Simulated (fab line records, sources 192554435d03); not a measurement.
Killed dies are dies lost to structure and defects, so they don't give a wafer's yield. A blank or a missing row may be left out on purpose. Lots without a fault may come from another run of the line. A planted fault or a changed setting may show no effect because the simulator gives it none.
fab line records | flow n5_finfet
record lots=24 wafers=72 last_day=18
route steps=1938 shown BEOL_M0@745 BEOL_M1@786
lots that met no fault: from a run of the same line without faults
start_h: hours from the record's first day to the start of the lot's first wafer shown | wait_h: hours since the lot's step before | " the same as in the row above | L1.1+2: a row that stands for several wafers | - no value, or no start given | * or withheld: withheld | < > ~ a bound
route shown NAME@n: a module of which the file shows steps, and the number in the route of the first | usual: mean/standard deviation of fault-free wafers | same: alike in all rows | chamber/n: place in a boat | sites: the reading at each site | _std_site: their standard deviation | _edge_site: outer sites' mean less inner sites' | radius_mm: how far each site lies from the wafer's centre | mask NAME#n: copy n | behind: the tool/chamber that last shaped the wafer | hold: why the lot was held/for how many hours/how that ended | device: the transistor (n, p or np) that didn't switch | end of line: the same wafers' tests at the end of the route | a step without rows: its recipe alone | killed: dies lost to structure and defects at the first sort, not the wafer's yield | map: a wafer's dies, x killed, . not, _ none there
set.NAME: the setting as run; set.NAME@STEP: as run at that earlier step | model.NAME: the simulator's own value behind a step, which no gauge read
steps of the route over a sample of lots; a table a step, a row a wafer
services: from which hour (start_h, from the record's first day; less than 0 if before it) a tool's chamber was out of use, for how many hours, and why
## steps
# step N5_BEOL_M0_PRE_CLEAN_131
# recipe gas=NH3/H2 time_s=15 temp_c=* rf_power_w=300
# usual heater_power_w=83/7.3
# columns lot.wafer tool chamber start_h wait_h heater_power_w since_wet_clean_h
L074.3 cvd_co-02 2 156.91 0.0 84 239
L074.4 " 2 " " 84 -
L074.5 " 0 " " 72 -
L075.3 cvd_co-02 2 158.34 0.0 85 240
L075.4 " 1 " " 89 -
L075.6 " 2 " " 83 -
L076.1 cvd_co-01 2 158.54 0.0 74 459
L076.2 " 1 " " 84 22
L076.5 " 1 " " 83 -
L077.1 cvd_co-02 2 159.59 0.0 85 242
L077.3 " 1 " " 88 1138
L077.6 " 0 " " 75 -
L080.1 cvd_co-01 1 160.22 0.0 86 24
L080.4 " 1 " " 85 -
L080.5 " 2 " " 73 -
L079.1 cvd_co-02 2 161.20 0.0 82 243
L079.3 " 0 " " 74 703
L079.5 " 1 " " 88 -
L078.1 cvd_co-02 2 163.61 0.3 83 246
L078.4 " 2 " " 85 -
L078.5 " 0 " " 74 -
L081.1 cvd_co-02 1 165.75 0.0 89 1144
L081.3 " 2 " " 83 248
L081.6 " 1 " " 90 -
L082.1 cvd_co-01 0 166.03 0.0 92 926
L082.4 " 1 " " 85 -
L082.5 " 2 " " 74 -
L083.3 cvd_co-01 1 178.08 0.1 86 41
L083.5 " 0 " " 91 -
L083.6 " 1 " " 84 -
L084.2 cvd_co-02 1 178.62 0.0 88 1157
L084.5 " 2 " " 85 -
L084.6 " 0 " " 74 -
L085.2 cvd_co-02 2 189.90 0.0 81 272
L085.3 " 0 " " 71 731
L085.5 " 2 " " 83 -
L086.2 cvd_co-01 1 200.04 0.0 87 63
L086.3 " 2 " " 73 501
L086.6 " 2 " " 72 -
L088.1 cvd_co-01 0 202.74 0.0 92 963
L088.2 " 2 " " 74 503
L088.3 " 1 " " 85 66
L087.3 cvd_co-02 2 202.86 0.0 84 285
L087.4 " 2 " " 83 -
L087.5 " 0 " " 72 -
L089.1 cvd_co-02 2 215.06 0.0 86 297
L089.3 " 0 " " 74 756
L089.5 " 0 " " 74 -
L090.1 cvd_co-02 2 219.64 0.0 83 302
L090.2 " 1 " " 90 1198
L090.6 " 0 " " 75 -
L091.1 cvd_co-01 2 232.21 0.0 74 533
L091.4 " 2 " " 76 -
L091.5 " 1 " " 85 -
L092.2 cvd_co-02 1 234.76 0.0 87 1213
L092.4 " 2 " " 86 -
L092.6 " 0 " " 73 -
L093.2 cvd_co-01 0 237.02 0.0 94 997
L093.3 " 1 " " 86 100
L093.6 " 2 " " 74 -
L094.1 cvd_co-01 0 242.70 0.2 93 1003
L094.2 " 1 " " 84 106
L094.4 " 0 " " 94 -
L095.4 cvd_co-01 0 250.01 0.1 94 -
L095.5 " 1 " " 84 -
L095.6 " 2 " " 74 -
L096.1 cvd_co-01 0 253.37 0.0 93 1013
L096.3 " 2 " " 73 554
L096.5 " 1 " " 84 -
L097.2 cvd_co-01 2 266.10 0.0 75 567
L097.3 " 1 " " 86 129
L097.6 " 2 " " 75 -
# step N5_BEOL_M1_CD_MEAS_28
# recipe landing_energy_ev=500 detector=se_inlens target_cd_y_nm=23.3
# usual cd_nm=24.00/0.23
# columns lot.wafer tool chamber start_h wait_h cd_nm
L074.3 cd_sem-02 0 158.68 - 23.84
L074.4 " 0 " " 23.95
L074.5 " 0 " " 24.05
L075.3 cd_sem-01 0 160.12 - 23.88
L075.4 " 0 " " 23.80
L075.6 " 0 " " 23.80
L076.1 cd_sem-01 0 160.62 - 24.41
L076.2 " 0 " " 23.78
L076.5 " 0 " " 24.49
L077.1 cd_sem-03 0 162.23 - 23.94
L077.3 " 0 " " 23.91
L077.6 " 0 " " 24.48
L080.1 cd_sem-03 0 162.69 - 24.49
L080.4 " 0 " " 24.54
L080.5 " 0 " " 23.49
L079.1 cd_sem-03 0 164.39 - 24.13
L079.3 " 0 " " 24.06
L079.5 " 0 " " 23.83
L078.1 cd_sem-01 0 166.90 - 23.72
L078.4 " 0 " " 24.46
L078.5 " 0 " " 23.99
L081.1 cd_sem-02 0 168.04 - 23.80
L081.3 " 0 " " 23.60
L081.6 " 0 " " 23.92
L082.1 cd_sem-01 0 168.32 - 24.08
L082.4 " 0 " " 24.01
L082.5 " 0 " " 23.74
L083.3 cd_sem-01 0 181.16 - 24.46
L083.5 " 0 " " 24.27
L083.6 " 0 " " 24.37
L084.2 cd_sem-02 0 181.41 - 23.71
L084.5 " 0 " " 23.67
L084.6 " 0 " " 23.61
L085.2 cd_sem-01 0 193.90 - 23.92
L085.3 " 0 " " 24.03
L085.5 " 0 " " 23.82
L086.2 cd_sem-02 0 202.28 - 24.34
L086.3 " 0 " " 24.28
L086.6 " 0 " " 23.95
L088.1 cd_sem-01 0 204.48 - 24.41
L088.2 " 0 " " 23.79
L088.3 " 0 " " 24.18
L087.3 cd_sem-03 0 204.68 - 23.85
L087.4 " 0 " " 23.91
L087.5 " 0 " " 24.02
L089.1 cd_sem-01 0 218.44 - 24.20
L089.3 " 0 " " 24.28
L089.5 " 0 " " 24.07
L090.1 cd_sem-02 0 222.55 - 23.62
L090.2 " 0 " " 23.83
L090.6 " 0 " " 23.70
L091.1 cd_sem-03 0 234.37 - 24.12
L091.4 " 0 " " 24.08
L091.5 " 0 " " 23.98
L092.2 cd_sem-03 0 237.48 - 23.83
L092.4 " 0 " " 23.85
L092.6 " 0 " " 24.18
L093.2 cd_sem-02 0 240.40 - 24.15
L093.3 " 0 " " 23.90
L093.6 " 0 " " 23.80
L094.1 cd_sem-01 0 245.93 - 23.93
L094.2 " 0 " " 24.25
L094.4 " 0 " " 24.15
L095.4 cd_sem-02 0 252.59 - 24.00
L095.5 " 0 " " 23.92
L095.6 " 0 " " 23.77
L096.1 cd_sem-02 0 255.14 - 24.16
L096.3 " 0 " " 24.15
L096.5 " 0 " " 24.47
L097.2 cd_sem-02 0 268.88 - 23.77
L097.3 " 0 " " 23.59
L097.6 " 0 " " 23.96
# step N5_BEOL_M1_VIA_ETCH_34
# recipe chemistry=C4F6/O2 target_depth_a=678 mask_material=SOC pressure_mtorr=15 ion_energy_ev=250 taper_deg=4 time_s=64.4 source_w=350 bias_w=170 Ar_flow_sccm=300 C4F6_flow_sccm=10 O2_flow_sccm=10
# usual chamber_pressure_mTorr=15.000/0.014 drypump_motor_current_A=5.7/0.31 oes_f_703_au=0.75/0.092 oes_product_au=0.76/0.095 rf_vpp_V=670/7.5 showerhead_plenum_p_Torr=2.85/0.096 throttle_valve_pct=30.76/0.23
# columns lot.wafer tool chamber start_h wait_h chamber_pressure_mTorr drypump_motor_current_A oes_f_703_au oes_product_au rf_hours_counter_h rf_vpp_V showerhead_plenum_p_Torr throttle_valve_pct
L074.3 rie_diel-04 0 159.48 0.0 14.987 5.7 0.69 0.71 180 677 2.83 31.27
L074.4 " 1 " " 14.970 5.9 0.70 0.73 164 676 2.95 30.74
L074.5 " 3 " " 15.018 5.5 0.72 0.72 - 675 2.69 30.74
L075.3 rie_diel-02 1 162.78 0.0 15.004 5.9 0.67 0.66 - 665 2.93 30.81
L075.4 " 2 " " 14.992 5.6 0.68 0.68 - 673 2.93 30.94
L075.6 " 1 " " 14.988 5.8 0.67 0.67 - 666 2.93 30.81
L076.1 rie_diel-02 2 164.65 0.0 15.000 5.7 0.69 0.68 235 673 2.92 30.93
L076.2 " 1 " " 15.014 5.9 0.66 0.66 230 667 2.93 30.79
L076.5 " 2 " " 15.014 5.7 0.68 0.68 - 673 2.92 30.93
L080.1 rie_diel-04 0 165.22 0.0 14.986 5.7 0.69 0.72 182 675 2.83 31.26
L080.4 " 2 " " 15.002 5.8 0.68 0.68 242 662 2.82 30.61
L080.5 " 0 " " 15.031 5.7 0.70 0.72 - 676 2.83 31.26
L077.1 rie_diel-04 3 165.59 0.0 15.027 5.5 0.71 0.72 216 674 2.68 30.75
L077.3 " 2 " " 15.000 5.8 0.68 0.68 242 661 2.82 30.62
L077.6 " 0 " " 14.997 5.7 0.69 0.71 - 677 2.83 31.25
L079.1 rie_diel-05 0 165.79 0.0 15.024 5.3 0.71 0.72 170 674 2.83 30.54
L079.3 " 1 " " 15.003 5.1 0.87 0.87 37 665 2.89 30.56
L079.5 " 2 " " 14.978 5.9 0.77 0.74 - 655 2.84 30.51
L078.1 rie_diel-04 2 170.17 0.0 15.001 5.7 0.67 0.68 244 660 2.82 30.62
L078.4 " 3 " " 14.956 5.5 0.72 0.72 217 674 2.68 30.75
L078.5 " 1 " " 15.009 5.9 0.70 0.73 - 674 2.95 30.73
L081.1 rie_diel-02 3 173.00 0.0 14.997 5.5 0.67 0.66 254 669 2.79 31.00
L081.3 " 2 " " 14.989 5.7 0.68 0.68 239 672 2.92 30.94
L081.6 " 1 " " 15.005 5.8 0.67 0.68 - 666 2.93 30.82
L082.1 rie_diel-04 2 175.78 0.0 14.989 5.8 0.68 0.68 245 661 2.82 30.61
L082.4 " 3 " " 15.020 5.5 0.71 0.71 219 674 2.68 30.74
L082.5 " 1 " " 15.001 5.9 0.70 0.73 - 674 2.95 30.73
L084.2 rie_diel-04 0 182.42 0.0 14.990 5.7 0.69 0.71 187 677 2.83 31.25
L084.5 " 2 " " 14.997 5.7 0.68 0.67 - 663 2.82 30.62
L084.6 " 3 " " 14.990 5.5 0.71 0.72 - 674 2.68 30.74
L083.3 rie_diel-05 3 185.42 0.0 14.976 6.3 0.92 0.95 7 682 3.02 30.84
L083.5 " 0 " " 14.986 5.3 0.70 0.73 - 675 2.83 30.55
L083.6 " 3 " " 15.018 6.3 0.92 0.95 - 682 3.02 30.84
L085.2 rie_diel-04 3 195.42 0.0 15.003 5.5 0.71 0.71 224 676 2.68 30.74
L085.3 " 1 " " 14.983 5.9 0.69 0.72 176 673 2.95 30.75
L085.5 " 3 " " 15.015 5.5 0.70 0.71 - 674 2.68 30.75
L086.2 rie_diel-05 3 202.83 0.0 14.981 6.3 0.91 0.94 10 683 3.02 30.85
L086.3 " 2 " " 15.008 5.9 0.76 0.73 165 653 2.83 30.54
L086.6 " 2 " " 14.997 5.9 0.76 0.72 - 655 2.83 30.51
L087.3 rie_diel-02 3 220.57 0.0 15.005 5.5 0.93 0.96 4 667 2.78 30.92
L087.4 " 0 " " 15.001 5.3 0.70 0.71 - 672 2.69 30.42
L087.5 " 3 " " 14.994 5.4 0.93 0.95 - 667 2.78 30.93
L088.1 rie_diel-05 0 229.79 0.0 14.996 5.3 0.70 0.71 183 676 2.83 30.55
L088.2 " 2 " " 15.019 5.9 0.75 0.72 168 656 2.83 30.53
L088.3 " 1 " " 14.988 5.1 0.85 0.84 50 665 2.88 30.54
L089.1 rie_diel-02 2 235.65 0.0 14.989 5.7 0.96 0.97 3 672 2.92 30.55
L089.3 " 0 " " 15.029 5.3 0.70 0.71 197 672 2.69 30.44
L089.5 " 0 " " 15.016 5.3 0.70 0.71 - 671 2.69 30.44
L090.1 rie_diel-05 0 235.80 0.0 14.998 5.3 0.70 0.72 185 676 2.83 30.54
L090.2 " 1 " " 14.994 5.1 0.85 0.84 52 665 2.88 30.55
L090.6 " 2 " " 15.001 5.9 0.76 0.73 - 655 2.83 30.53
L091.1 rie_diel-04 2 236.06 0.0 14.989 5.7 0.92 0.93 6 661 2.81 30.56
L091.4 " 0 " " 15.020 5.7 0.68 0.68 199 677 2.82 31.26
L091.5 " 0 " " 14.991 5.7 0.68 0.69 - 676 2.82 31.26
L092.2 rie_diel-05 3 238.61 0.0 15.003 6.3 0.90 0.92 15 683 3.01 30.83
L092.4 " 2 " " 15.013 5.9 0.76 0.72 170 655 2.83 30.53
L092.6 " 1 " " 14.994 5.1 0.85 0.83 - 664 2.88 30.55
L093.2 rie_diel-05 3 241.04 0.0 14.987 6.3 0.89 0.93 16 683 3.01 30.82
L093.3 " 0 " " 14.980 5.3 0.70 0.72 186 676 2.83 30.54
L093.6 " 2 " " 15.005 5.9 0.75 0.72 - 655 2.83 30.53
L094.1 rie_diel-02 2 247.33 0.0 15.037 5.7 0.95 0.95 6 672 2.92 30.53
L094.2 " 3 " " 15.015 5.5 0.90 0.92 11 668 2.78 30.94
L094.4 " 0 " " 15.004 5.3 0.70 0.70 - 671 2.68 30.42
L095.4 rie_diel-04 1 253.31 0.0 14.993 5.9 0.68 0.71 190 673 2.94 30.76
L095.5 " 0 " " 15.008 5.7 0.68 0.71 - 676 2.82 31.28
L095.6 " 3 " " 15.022 5.5 0.70 0.70 - 674 2.68 30.75
L096.1 rie_diel-04 2 264.20 0.0 15.003 5.7 0.91 0.92 10 661 2.81 30.57
L096.3 " 3 " " 15.005 5.5 0.70 0.69 240 675 2.67 30.75
L096.5 " 0 " " 15.013 5.7 0.67 0.69 - 676 2.82 31.27
L097.2 rie_diel-05 2 270.70 0.0 14.990 5.9 0.75 0.72 176 654 2.83 30.54
L097.3 " 1 " " 15.004 5.1 0.84 0.83 59 663 2.88 30.57
L097.6 " 1 " " 15.012 5.1 0.85 0.84 - 666 2.88 30.57
# step N5_BEOL_M1_TRENCH_ETCH_37
# recipe chemistry=C4F6/O2 target_depth_a=552.07 target=SiOC time_s=29 ion_energy_ev=250 pressure_mtorr=30 source_w=355 bias_w=185 Ar_flow_sccm=300 C4F6_flow_sccm=10 O2_flow_sccm=10
# usual chamber_pressure_mTorr=30.00/0.031 drypump_motor_current_A=5.7/0.31 oes_f_703_au=0.75/0.091 oes_product_au=0.76/0.095 rf_vpp_V=670/7.6 showerhead_plenum_p_Torr=2.85/0.096 throttle_valve_pct=20.89/0.2
# columns lot.wafer tool chamber start_h wait_h chamber_pressure_mTorr drypump_motor_current_A oes_f_703_au oes_product_au rf_hours_counter_h rf_vpp_V showerhead_plenum_p_Torr throttle_valve_pct
L074.3 rie_diel-04 0 - - 29.99 5.7 0.69 0.71 180 676 2.84 21.24
L074.4 " 1 " " 30.04 5.9 0.70 0.73 164 674 2.96 20.77
L074.5 " 3 " " 29.97 5.5 0.71 0.72 - 675 2.69 21.08
L075.3 rie_diel-02 1 - - 30.08 5.8 0.66 0.67 - 667 2.94 20.91
L075.4 " 2 " " 30.02 5.7 0.68 0.68 - 674 2.93 20.93
L075.6 " 1 " " 29.99 5.8 0.66 0.67 - 666 2.94 20.89
L076.1 rie_diel-02 2 - - 30.03 5.7 0.69 0.67 235 672 2.93 20.92
L076.2 " 1 " " 29.99 5.9 0.66 0.67 230 667 2.94 20.90
L076.5 " 2 " " 30.01 5.7 0.69 0.68 - 672 2.93 20.93
L080.1 rie_diel-04 0 - - 30.01 5.7 0.69 0.72 182 677 2.84 21.25
L080.4 " 2 " " 29.97 5.8 0.68 0.68 242 662 2.82 20.87
L080.5 " 0 " " 30.00 5.7 0.69 0.71 - 676 2.84 21.23
L077.1 rie_diel-04 3 - - 29.97 5.5 0.72 0.71 216 674 2.69 21.07
L077.3 " 2 " " 30.04 5.8 0.68 0.67 242 662 2.82 20.88
L077.6 " 0 " " 29.98 5.7 0.69 0.71 - 677 2.83 21.25
L079.1 rie_diel-05 0 - - 30.01 5.3 0.71 0.73 170 674 2.84 20.79
L079.3 " 1 " " 30.01 5.1 0.87 0.87 37 666 2.90 20.63
L079.5 " 2 " " 29.97 5.9 0.76 0.74 - 656 2.84 20.65
L078.1 rie_diel-04 2 - - 30.02 5.8 0.68 0.67 244 660 2.82 20.88
L078.4 " 3 " " 30.00 5.5 0.71 0.71 217 675 2.69 21.07
L078.5 " 1 " " 30.03 5.9 0.69 0.73 - 673 2.96 20.79
L081.1 rie_diel-02 3 - - 30.02 5.5 0.66 0.66 254 668 2.79 21.19
L081.3 " 2 " " 29.99 5.7 0.68 0.67 239 670 2.93 20.92
L081.6 " 1 " " 30.01 5.8 0.66 0.66 - 666 2.94 20.89
L082.1 rie_diel-04 2 - - 29.98 5.7 0.68 0.67 245 660 2.82 20.87
L082.4 " 3 " " 29.97 5.5 0.70 0.71 219 673 2.69 21.08
L082.5 " 1 " " 29.99 5.9 0.69 0.72 - 674 2.96 20.80
L084.2 rie_diel-04 0 - - 29.98 5.7 0.68 0.71 187 677 2.83 21.25
L084.5 " 2 " " 30.05 5.8 0.68 0.67 - 662 2.82 20.90
L084.6 " 3 " " 30.01 5.5 0.71 0.72 - 676 2.69 21.08
L083.3 rie_diel-05 3 - - 30.03 6.3 0.93 0.95 7 684 3.02 20.88
L083.5 " 0 " " 29.99 5.3 0.70 0.72 - 676 2.83 20.79
L083.6 " 3 " " 30.02 6.3 0.91 0.95 - 682 3.02 20.87
L085.2 rie_diel-04 3 - - 30.02 5.5 0.70 0.71 224 674 2.69 21.07
L085.3 " 1 " " 29.97 5.9 0.69 0.72 176 673 2.95 20.79
L085.5 " 3 " " 30.02 5.5 0.71 0.71 - 674 2.69 21.09
L086.2 rie_diel-05 3 - - 29.97 6.3 0.91 0.93 10 682 3.02 20.87
L086.3 " 2 " " 29.99 5.8 0.76 0.73 165 655 2.84 20.68
L086.6 " 2 " " 30.00 5.9 0.76 0.73 - 654 2.84 20.67
L087.3 rie_diel-02 3 - - 30.01 5.5 0.92 0.95 4 666 2.79 20.88
L087.4 " 0 " " 30.02 5.3 0.70 0.72 - 671 2.69 20.79
L087.5 " 3 " " 29.99 5.5 0.92 0.96 - 670 2.79 20.88
L088.1 rie_diel-05 0 - - 29.92 5.3 0.70 0.71 183 675 2.83 20.81
L088.2 " 2 " " 29.98 5.8 0.75 0.72 168 655 2.84 20.67
L088.3 " 1 " " 29.97 5.1 0.85 0.84 50 666 2.89 20.65
L089.1 rie_diel-02 2 - - 30.04 5.7 0.97 0.96 3 672 2.92 20.54
L089.3 " 0 " " 29.97 5.3 0.70 0.71 197 671 2.69 20.81
L089.5 " 0 " " 30.01 5.3 0.70 0.71 - 671 2.69 20.80
L090.1 rie_diel-05 0 - - 29.98 5.3 0.69 0.72 185 676 2.83 20.82
L090.2 " 1 " " 29.99 5.1 0.84 0.84 52 665 2.89 20.65
L090.6 " 2 " " 30.07 5.9 0.76 0.73 - 654 2.83 20.68
L091.1 rie_diel-04 2 - - 30.01 5.7 0.91 0.94 6 662 2.82 20.59
L091.4 " 0 " " 29.98 5.7 0.68 0.69 199 675 2.83 21.27
L091.5 " 0 " " 29.98 5.7 0.68 0.69 - 677 2.83 21.25
L092.2 rie_diel-05 3 - - 29.97 6.3 0.90 0.94 15 684 3.02 20.88
L092.4 " 2 " " 30.01 5.9 0.76 0.72 170 654 2.83 20.67
L092.6 " 1 " " 30.02 5.1 0.85 0.85 - 664 2.89 20.63
L093.2 rie_diel-05 3 - - 29.97 6.3 0.89 0.92 16 683 3.02 20.88
L093.3 " 0 " " 29.98 5.3 0.69 0.71 186 675 2.83 20.81
L093.6 " 2 " " 29.93 5.9 0.76 0.72 - 654 2.83 20.67
L094.1 rie_diel-02 2 - - 29.95 5.7 0.96 0.94 6 671 2.92 20.56
L094.2 " 3 " " 30.02 5.5 0.90 0.91 11 667 2.79 20.89
L094.4 " 0 " " 29.99 5.3 0.70 0.70 - 671 2.69 20.80
L095.4 rie_diel-04 1 - - 30.00 6.0 0.68 0.71 190 673 2.95 20.82
L095.5 " 0 " " 29.99 5.7 0.68 0.70 - 677 2.82 21.28
L095.6 " 3 " " 30.01 5.5 0.70 0.70 - 673 2.68 21.11
L096.1 rie_diel-04 2 - - 29.98 5.8 0.91 0.93 10 662 2.82 20.60
L096.3 " 3 " " 29.98 5.5 0.70 0.69 240 675 2.68 21.10
L096.5 " 0 " " 30.01 5.7 0.67 0.69 - 676 2.82 21.28
L097.2 rie_diel-05 2 - - 29.96 5.9 0.75 0.72 176 656 2.83 20.69
L097.3 " 1 " " 30.04 5.1 0.83 0.83 59 664 2.88 20.66
L097.6 " 1 " " 30.05 5.1 0.84 0.84 - 663 2.88 20.64
# step N5_BEOL_M1_ALD_84
# recipe material=TaN target_thk_a=* temp_c=275 ald_precursor_family=PDMAT ald_co_reactant=NH3 pressure_torr=3 carrier_flow_sccm=1500 pulse_time_s=2 purge_time_s=3 co_reactant_purge_time_s=2 co_reactant_pulse_time_s=3 ald_cycles=30 precursor_vessel_temp_c=75 precursor_vessel_pressure_torr=26.25 precursor_vessel_carrier_sccm=1000
# usual heater_power_w=427/36
# columns lot.wafer tool chamber start_h wait_h heater_power_w since_wet_clean_h
L074.3 ald_metal-04 1 160.74 0.0 443 1362
L074.4 " 0 " " 412 1362
L074.5 " 2 " " 487 -
L075.3 ald_metal-04 3 163.71 0.0 429 1365
L075.4 " 1 " " 454 1365
L075.6 " 2 " " 484 -
L076.1 ald_metal-04 1 166.03 0.0 449 1367
L076.2 " 3 " " 428 1367
L076.5 " 0 " " 404 -
L080.1 ald_metal-02 0 166.11 0.0 410 5983
L080.4 " 3 " " 413 5983
L080.5 " 3 " " 414 -
L077.1 ald_metal-01 0 166.21 0.1 395 2906
L077.3 " 2 " " 347 2906
L077.6 " 2 " " 351 -
L079.1 ald_metal-04 0 166.47 0.0 391 1368
L079.3 " 1 " " 454 1368
L079.5 " 2 " " 482 -
L078.1 ald_metal-01 2 170.72 0.0 356 2911
L078.4 " 0 " " 388 2911
L078.5 " 2 " " 351 -
L081.1 ald_metal-04 0 173.63 0.0 403 1375
L081.3 " 2 " " 486 1375
L081.6 " 3 " " 441 -
L082.1 ald_metal-04 2 176.55 0.0 480 1378
L082.4 " 0 " " 387 1378
L082.5 " 1 " " 459 -
L084.2 ald_metal-01 2 183.31 0.1 362 2923
L084.5 " 3 " " 439 -
L084.6 " 2 " " 350 -
L083.3 ald_metal-04 0 186.38 0.1 397 1388
L083.5 " 1 " " 448 -
L083.6 " 2 " " 475 -
L085.2 ald_metal-04 2 196.20 0.0 483 1398
L085.3 " 3 " " 433 1398
L085.5 " 0 " " 412 -
L086.2 ald_metal-04 1 203.55 0.2 448 1405
L086.3 " 0 " " 397 1405
L086.6 " 3 " " 435 -
L087.3 ald_metal-02 0 221.35 0.0 418 6038
L087.4 " 3 " " 416 6038
L087.5 " 0 " " 428 -
L088.1 ald_metal-01 3 230.36 0.0 436 2970
L088.2 " 0 " " 392 2970
L088.3 " 2 " " 358 2970
L089.1 ald_metal-01 3 236.43 0.0 430 2976
L089.3 " 1 " " 441 2976
L089.5 " 3 " " 423 -
L090.1 ald_metal-04 0 236.52 0.0 403 1438
L090.2 " 2 " " 480 1438
L090.6 " 2 " " 470 -
L091.1 ald_metal-01 2 236.68 0.0 363 2976
L091.4 " 0 " " 399 2976
L091.5 " 1 " " 436 -
L092.2 ald_metal-04 3 239.54 0.0 438 1441
L092.4 " 2 " " 474 1441
L092.6 " 2 " " 479 -
L093.2 ald_metal-01 3 241.98 0.1 424 2982
L093.3 " 0 " " 399 2982
L093.6 " 1 " " 441 -
L094.1 ald_metal-02 1 247.93 0.0 388 6065
L094.2 " 3 " " 409 6065
L094.4 " 0 " " 414 -
L095.4 ald_metal-02 3 253.99 0.2 411 -
L095.5 " 0 " " 433 -
L095.6 " 1 " " 384 -
L096.1 ald_metal-04 3 265.01 0.2 450 1466
L096.3 " 1 " " 458 1466
L096.5 " 0 " " 410 -
L097.2 ald_metal-04 3 271.49 0.0 435 1473
L097.3 " 1 " " 456 1473
L097.6 " 1 " " 470 -
# step N5_BEOL_M1_SPUTTER_90
# recipe material=Cu target_thk_a=45 temp_c=-20 chamber_pressure_pa=0.07 power_w=withheld time_s=8.29
# usual throttle_valve_pct=30.2/1.4
# columns lot.wafer tool chamber start_h wait_h throttle_valve_pct
L074.3 pvd_sputter-03 - 162.74 0.1 33.5
L074.4 " - " " 27.2
L074.5 " - " " 33.7
L075.3 pvd_sputter-01 - 165.67 0.1 30.8
L075.4 " - " " 30.7
L075.6 " - " " 29.5
L076.1 pvd_sputter-02 - 167.65 0.1 30.7
L076.2 " - " " 31.0
L076.5 " - " " 30.6
L077.1 pvd_sputter-01 - 167.86 0.1 31.2
L077.3 " - " " 30.5
L077.6 " - " " 29.7
L079.1 pvd_sputter-02 - 169.57 0.1 29.6
L079.3 " - " " 29.8
L079.5 " - " " 30.6
L080.1 pvd_sputter-03 - 172.49 0.1 33.5
L080.4 " - " " 29.4
L080.5 " - " " 27.4
L078.1 pvd_sputter-01 - 174.14 0.1 31.1
L078.4 " - " " 28.8
L078.5 " - " " 30.8
L081.1 pvd_sputter-01 - 176.30 0.1 29.8
L081.3 " - " " 28.6
L081.6 " - " " 29.4
L082.1 pvd_sputter-02 - 178.26 0.1 29.8
L082.4 " - " " 29.8
L082.5 " - " " 29.7
L084.2 pvd_sputter-01 - 185.11 0.1 31.1
L084.5 " - " " 28.8
L084.6 " - " " 30.8
L083.3 pvd_sputter-01 - 187.97 0.1 29.4
L083.5 " - " " 29.6
L083.6 " - " " 31.2
L085.2 pvd_sputter-03 - 197.91 0.1 30.2
L085.3 " - " " 27.6
L085.5 " - " " 30.1
L086.2 pvd_sputter-03 - 206.76 0.1 30.1
L086.3 " - " " 29.5
L086.6 " - " " 27.5
L087.3 pvd_sputter-01 - 222.93 0.1 30.8
L087.4 " - " " 31.0
L087.5 " - " " 29.0
L088.1 pvd_sputter-01 - 232.00 0.1 30.8
L088.2 " - " " 28.8
L088.3 " - " " 30.8
L089.1 pvd_sputter-02 - 238.01 0.1 29.6
L089.3 " - " " 30.9
L089.5 " - " " 29.5
L090.1 pvd_sputter-03 - 238.11 0.1 30.3
L090.2 " - " " 29.5
L090.6 " - " " 27.5
L091.1 pvd_sputter-02 - 239.85 0.1 31.3
L091.4 " - " " 30.8
L091.5 " - " " 31.0
L092.2 pvd_sputter-01 - 241.12 0.1 28.9
L092.4 " - " " 30.7
L092.6 " - " " 29.7
L093.2 pvd_sputter-03 - 243.59 0.1 33.8
L093.3 " - " " 27.0
L093.6 " - " " 30.2
L094.1 pvd_sputter-03 - 249.48 0.1 30.0
L094.2 " - " " 33.5
L094.4 " - " " 27.5
L095.4 pvd_sputter-02 - 255.58 0.1 29.9
L095.5 " - " " 29.4
L095.6 " - " " 31.1
L096.1 pvd_sputter-01 - 266.64 0.1 29.0
L096.3 " - " " 31.0
L096.5 " - " " 28.8
L097.2 pvd_sputter-02 - 273.03 0.1 30.0
L097.3 " - " " 29.7
L097.6 " - " " 29.6
## services
# columns tool chamber start_h hours kind
ald_metal-02 - 137.12 0.9 repair
ald_metal-04 - 142.28 0.9 repair
rie_diel-05 3 150.30 - clean
rie_diel-05 3 150.30 - consumable_replace:focus_ring
rie_diel-02 3 158.29 9.1 repair
pvd_sputter-02 - 159.51 2.8 repair
cvd_co-01 - 171.18 6.9 pm
ald_metal-02 - 180.95 6.0 pm
rie_diel-02 1 189.70 2.6 repair
rie_diel-04 2 193.49 - clean
rie_diel-04 2 193.49 - consumable_replace:focus_ring
rie_diel-04 2 193.49 13.0 scheduled_down
rie_diel-04 2 193.49 13.0 vent_cycle
ald_metal-02 3 194.06 22.0 repair
pvd_sputter-02 - 207.13 4.6 repair
rie_diel-04 0 207.73 1.7 repair
ald_metal-04 2 218.00 7.0 repair
ald_metal-02 - 233.95 8.7 pm
pvd_sputter-03 - 239.40 1.2 repair
rie_diel-04 2 240.24 10.5 repair
ald_metal-02 2 246.00 30.5 repair
cvd_co-01 - 254.93 1.0 repair
rie_diel-02 - 257.01 2.8 pm
rie_diel-02 3 261.30 17.6 repair
## key
fault none
